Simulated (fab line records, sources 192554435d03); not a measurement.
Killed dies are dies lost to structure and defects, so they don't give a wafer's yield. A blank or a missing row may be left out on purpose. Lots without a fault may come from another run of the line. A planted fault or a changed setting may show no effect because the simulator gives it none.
A struck lot beside a sound one | flow n5_finfet | 17 steps out of a route of 1938
Sound: wafers L579.1, L579.4, L579.6. Struck: wafer L586.5. (L586.1, L586.4 of the same lot were not struck and are left out.) The cause comes at the end.
At each step with rows: each side's tool, then ch and its chambers, then its first start. Under that, the readings that differ: sound wafers | struck wafers | difference of the means | sigmas: that difference in standard deviations of wafers without a fault.
alike: readings whose means differ by less than 2 such deviations, and words and numbers that are the same on both sides. not compared: withheld readings, readings that some wafer has no value for, bounds like >300 that may hide the same value, and numbers for which the record gives no deviation and whose values overlap.
The two part at a step that has a row with sigmas, a row that says differs or no value, or rows on one side only. Numbers that don't overlap but have no deviation are shown without sigmas and don't part them. A reading that every wafer of one side lacks parts them only if that side has two wafers or more.

first, 6 steps without rows for these wafers: N5_BEOL_M5_COAT_22 (resist thk 30 nm); N5_BEOL_M5_EBR_24; N5_BEOL_M5_SOFTBAKE_23 (time 60 s); N5_BEOL_M5_EXPOSE_25 (exposes mask V4, defocus 10 nm); N5_BEOL_M5_PEB_26 (peb time 60 s); N5_BEOL_M5_DEVELOP_27 (develop time 30 s).
N5_BEOL_M5_CD_MEAS_28: target cd 30.6 nm, target cd y 20 nm.
  sound on cd_sem-01 ch 0, day 10 15:28; struck on cd_sem-03 ch 0, day 13 07:34
  alike: cd_nm
N5_BEOL_M5_OVL_MEAS_29:
  sound on overlay-02 ch 0, day 10 15:29; struck on overlay-02 ch 0, day 13 07:35
  alike: V4_OVL
N5_BEOL_M5_INSPECT_30: inspects for defects (brightfield).
  sound on defect_inspect-01, day 10 15:33; struck on defect_inspect-01, day 13 07:39
  alike: raw_defect_count
N5_BEOL_M5_DESCUM_33: chemistry O2, time 7 s.
  sound on rie_diel-02 ch 1,3, day 10 15:41; struck on rie_diel-02 ch 1, day 13 07:41
  reading                     | sound             | struck | difference | sigmas
  drypump_motor_current_A (A) | 4.9 6.4 4.9       | 6.3    | +0.9       | +2
  throttle_valve_pct (%)      | 20.93 19.96 20.94 | 19.98  | -0.63      | -2
  alike: oes_product_au, rf_vpp_V, showerhead_plenum_p_Torr
  not compared: rf_hours_counter_h
N5_BEOL_M5_ETCH_75: etches underlayer in N2/H2, target depth 6.5 nm, time 5.2 s.
  sound on rie_diel-02 ch 1,3, day 10 15:43; struck on rie_diel-02 ch 1, day 13 07:43
  reading                     | sound       | struck | difference | sigmas
  drypump_motor_current_A (A) | 4.9 6.3 4.9 | 6.3    | +0.9       | +2
  alike: etch_rf_on_time_s, oes_product_au, rf_vpp_V, showerhead_plenum_p_Torr, throttle_valve_pct
  not compared: rf_hours_counter_h
N5_BEOL_M5_ETCH_67: etches SiARC in CF4, target depth 15.6 nm, time 26 s.
  sound on rie_diel-02 ch 1,3, day 10 15:44; struck on rie_diel-02 ch 1, day 13 07:44
  reading                     | sound             | struck | difference | sigmas
  drypump_motor_current_A (A) | 4.9 6.3 4.9       | 6.4    | +1.0       | +3
  throttle_valve_pct (%)      | 16.05 15.25 16.03 | 15.25  | -0.53      | -2
  alike: cf4_flow_sccm, etch_rf_on_time_s, oes_product_au, rf_vpp_V, showerhead_plenum_p_Torr
  not compared: rf_hours_counter_h
N5_BEOL_M5_ETCH_68: etches SOC in N2/H2, target depth 80 nm, overetch 16 nm, time 120 s.
  sound on rie_diel-02 ch 1,3, day 10 15:46; struck on rie_diel-02 ch 1, day 13 07:46
  reading                                    | sound       | struck | difference | sigmas
  drypump_motor_current_A (A)                | 4.9 6.4 4.9 | 6.3    | +0.9       | +2
  model.SiARC_of_BEOL_M5_COAT_66.thk_nm (nm) | 6.2 6.4 6.2 | 3.4    | -2.9       |
  alike: oes_product_au, rf_vpp_V, showerhead_plenum_p_Torr, throttle_valve_pct
  not compared: rf_hours_counter_h, model.BEOL_M5.cd_nm
then, 2 steps without rows for these wafers: N5_BEOL_M5_STRIP_69 (strips in N2/H2); N5_BEOL_M5_STRIP_76 (strips in N2/H2).
N5_BEOL_M5_VIA_ETCH_34: etches SiCOH lowk in C4F6/O2, target depth 88.3 nm, time 39.2 s.
  sound on rie_diel-02 ch 1,3, day 10 15:52; struck on rie_diel-02 ch 1, day 13 07:52
  reading                     | sound        | struck | difference | sigmas
  drypump_motor_current_A (A) | 4.9 6.3 4.9  | 6.4    | +1.0       | +3
  model.BEOL_M5.cd_nm (nm)    | 27.8 28.2 28 | 28.4   | +0.4       |
  alike: oes_product_au, rf_vpp_V, showerhead_plenum_p_Torr, throttle_valve_pct
  not compared: rf_hours_counter_h
then, 1 step without rows for these wafers: N5_BEOL_M5_STRIP_85 (strips in C4F6/O2).

WHERE THEY PART
First at N5_BEOL_M5_DESCUM_33; last, within this record, at N5_BEOL_M5_VIA_ETCH_34.

WHY: what the simulator had put in
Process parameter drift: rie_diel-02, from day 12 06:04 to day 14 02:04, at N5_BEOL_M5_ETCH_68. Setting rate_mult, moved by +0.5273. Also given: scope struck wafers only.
